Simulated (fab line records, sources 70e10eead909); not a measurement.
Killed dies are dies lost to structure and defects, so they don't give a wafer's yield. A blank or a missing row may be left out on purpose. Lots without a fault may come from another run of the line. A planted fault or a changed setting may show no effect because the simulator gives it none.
Which tool did it? | flow nand_harc | 12 lots, 36 wafers sampled, at 4 steps of a route of 1302

WHAT THE GAUGES READ, wafer by wafer
The record holds no reading of a measuring or inspecting step that can be judged against a usual standard deviation.

WHICH TOOL RAN EACH LOT (tool, then ch and the chambers of the sampled wafers, then the start)
lot  | NHARC_A_CONTACT_DEP_24          | NHARC_A_CONTACT_ETCH_49            | NHARC_A_CONTACT_ETCH_115             | NHARC_A_CONTACT_ETCH_119
L196 | pecvd-04 ch 1,2, day 21 14:46   | rie_diel-02 ch 1,2, day 21 23:32   | har_cap_etch-02 ch 0,1, day 22 01:55 | har_cap_etch-02 ch 0,1, day 22 02:35
L195 | pecvd-02 ch 0,1,2, day 21 14:47 | rie_diel-02 ch 0,1,2, day 22 00:58 | har_cap_etch-03 ch 0,1, day 22 03:21 | har_cap_etch-03 ch 0,1, day 22 04:02
L199 | pecvd-02 ch 1,2, day 22 12:23   | rie_diel-02 ch 0,2,3, day 22 18:25 | har_cap_etch-03 ch 0,1, day 22 20:55 | har_cap_etch-03 ch 0,1, day 22 21:36
L198 | pecvd-04 ch 0,1,2, day 22 12:31 | rie_diel-11 ch 0,2,3, day 22 18:20 | har_cap_etch-01 ch 0,1, day 22 20:38 | har_cap_etch-01 ch 0,1, day 22 21:19
L201 | pecvd-01 ch 0,1,2, day 23 00:45 | rie_diel-09 ch 1,3, day 23 06:40   | har_cap_etch-02 ch 0,1, day 23 09:05 | har_cap_etch-02 ch 0,1, day 23 09:46
L206 | pecvd-04 ch 0,1, day 25 20:01   | rie_diel-11 ch 0,1, day 26 03:03   | har_cap_etch-01 ch 0,1, day 26 05:43 | har_cap_etch-01 ch 0,1, day 26 06:38
L207 | pecvd-01 ch 0,1,2, day 26 01:41 | rie_diel-11 ch 0,1, day 26 07:21   | har_cap_etch-03 ch 0,1, day 26 09:46 | har_cap_etch-03 ch 0,1, day 26 10:28
L210 | pecvd-01 ch 0,1, day 26 19:58   | rie_diel-09 ch 0,1,3, day 27 03:05 | har_cap_etch-01 ch 0, day 27 05:33   | har_cap_etch-01 ch 0, day 27 06:13
L214 | pecvd-02 ch 0,1,2, day 28 22:55 | rie_diel-02 ch 0,1,2, day 29 07:11 | har_cap_etch-02 ch 1, day 29 09:29   | har_cap_etch-02 ch 1, day 29 10:11
L216 | pecvd-04 ch 0,1,2, day 30 01:01 | rie_diel-11 ch 1,2, day 30 06:55   | har_cap_etch-02 ch 0, day 30 09:25   | har_cap_etch-02 ch 0, day 30 10:06
L218 | pecvd-02 ch 0,1, day 30 01:10   | rie_diel-09 ch 0,2,3, day 30 08:28 | har_cap_etch-01 ch 0,1, day 30 11:45 | har_cap_etch-01 ch 0,1, day 30 12:26
L217 | pecvd-01 ch 0,1,2, day 30 01:10 | rie_diel-11 ch 0,2,3, day 30 07:17 | har_cap_etch-03 ch 0,1, day 30 10:21 | har_cap_etch-03 ch 0,1, day 30 11:02
- NHARC_A_CONTACT_DEP_24: deposits SiO2, target thk 500 nm.
- NHARC_A_CONTACT_ETCH_49: etches the open film in N2/H2, target depth 260 nm, time 475.3 s.
- NHARC_A_CONTACT_ETCH_115: etches the open film in C4F8/O2/Ar, time 190 s, target depth 1850 nm.
- NHARC_A_CONTACT_ETCH_119: etches the open film in C4F8/O2/Ar, time 190 s, target depth 1850 nm.

WHAT THE TOOLS THEMSELVES READ (means of the sampled wafers that have a number; where no wafer has one, the mark that the record gives instead)
NHARC_A_CONTACT_DEP_24. Usual: heater_power_w 532 W, standard deviation 88; mfc_precursor_sccm 161.5 sccm, standard deviation 0.53; rf_fwd_power_W 899.1 W, standard deviation 2.7; showerhead_vpp_V 1846 V, standard deviation 77; throttle_valve_pct 15.7 %, standard deviation 0.65.
lot  | tool     | heater_power_w (W) | mfc_precursor_sccm (sccm) | rf_fwd_power_W (W) | showerhead_vpp_V (V) | throttle_valve_pct (%) | flag
L196 | pecvd-04 | 657                | 162.0                     | 898.6              | 1937                 | 16.0                   |
L195 | pecvd-02 | 532                | 161.7                     | 897.8              | 1790                 | 15.5                   |
L199 | pecvd-02 | 497                | 161.8                     | 898.8              | 1758                 | 15.7                   |
L198 | pecvd-04 | 604                | 161.8                     | 901.4              | 1899                 | 15.6                   |
L201 | pecvd-01 | 517                | 161.6                     | 897.1              | 1795                 | 15.4                   |
L206 | pecvd-04 | 486                | 161.7                     | 901.1              | 1901                 | 16.0                   |
L207 | pecvd-01 | 428                | 161.0                     | 900.5              | 1824                 | 15.5                   |
L210 | pecvd-01 | 518                | 161.2                     | 898.0              | 1794                 | 15.9                   |
L214 | pecvd-02 | 535                | 161.4                     | 900.4              | 1794                 | 15.8                   |
L216 | pecvd-04 | 559                | 161.8                     | 898.0              | 1883                 | 15.9                   |
L218 | pecvd-02 | 529                | 161.3                     | 900.5              | 1843                 | 15.6                   |
L217 | pecvd-01 | 436                | 161.3                     | 900.3              | 1839                 | 15.4                   |

NHARC_A_CONTACT_ETCH_49. Usual: drypump_motor_current_A 5.7 A, standard deviation 0.48; h2_flow_sccm 150.1 sccm, standard deviation 0.47; oes_product_au 0.997 a.u., standard deviation 0.011; rf_fwd_power_W 399.2 W, standard deviation 1.2; rf_vpp_V 432.7 V, standard deviation 2.3; showerhead_plenum_p_Torr 2.12 Torr, standard deviation 0.082; throttle_valve_pct 14.171 %, standard deviation 0.0089.
lot  | tool        | drypump_motor_current_A (A) | h2_flow_sccm (sccm) | oes_product_au (a.u.) | rf_fwd_power_W (W) | rf_vpp_V (V) | showerhead_plenum_p_Torr (Torr) | throttle_valve_pct (%) | flag
L196 | rie_diel-02 | 5.9                         | 150.1               | 0.990                 | 400.4              | 432.0        | 2.07                            | 14.174                 |
L195 | rie_diel-02 | 6.2                         | 150.2               | 0.996                 | 399.4              | 432.3        | 2.10                            | 14.168                 |
L199 | rie_diel-02 | 5.8                         | 149.7               | 0.998                 | 399.0              | 430.8        | 2.06                            | 14.169                 |
L198 | rie_diel-11 | 5.6                         | 149.9               | 0.994                 | 400.0              | 433.1        | 2.14                            | 14.173                 |
L201 | rie_diel-09 | 5.7                         | 150.2               | 0.989                 | 398.6              | 430.0        | 2.01                            | 14.168                 |
L206 | rie_diel-11 | 5.6                         | 119.8               | 0.994                 | 400.0              | 432.7        | 2.02                            | 13.655                 | OFF
L207 | rie_diel-11 | 5.6                         | 119.6               | 0.989                 | 397.0              | 433.3        | 2.02                            | 13.661                 | OFF
L210 | rie_diel-09 | 5.7                         | 150.4               | 0.989                 | 398.3              | 431.0        | 2.05                            | 14.164                 |
L214 | rie_diel-02 | 6.3                         | 149.9               | 0.992                 | 398.3              | 431.9        | 2.08                            | 14.166                 |
L216 | rie_diel-11 | 5.7                         | 149.9               | 0.990                 | 400.1              | 433.2        | 2.13                            | 14.174                 |
L218 | rie_diel-09 | 5.3                         | 149.7               | 0.996                 | 399.3              | 432.9        | 2.11                            | 14.174                 |
L217 | rie_diel-11 | 5.6                         | 149.7               | 0.997                 | 399.1              | 433.2        | 2.13                            | 14.172                 |

THE ANSWER, worked out from the rows above alone
Rule: a lot is off if the mean of its wafers that have a number lies more than 3 standard deviations from the usual mean. A lot without any number at a reading at which 4 lots or more have one is off too. The other lots that the step has rows for count as sound. The gauges are gone through in route order, then the tools' own readings, and for those a lot's mean is taken as printed above. The first step at which some lot is off is used, and at that step the reading that is off furthest; a lot without a number counts as furthest.
Off: L206, L207, at NHARC_A_CONTACT_ETCH_49 (h2_flow_sccm).
A tool fits if, at that step or a process step before it, it ran every lot that is off, and no sound lot after the first of them. None of those tried fits.

WHAT THE SIMULATOR HAD PUT IN
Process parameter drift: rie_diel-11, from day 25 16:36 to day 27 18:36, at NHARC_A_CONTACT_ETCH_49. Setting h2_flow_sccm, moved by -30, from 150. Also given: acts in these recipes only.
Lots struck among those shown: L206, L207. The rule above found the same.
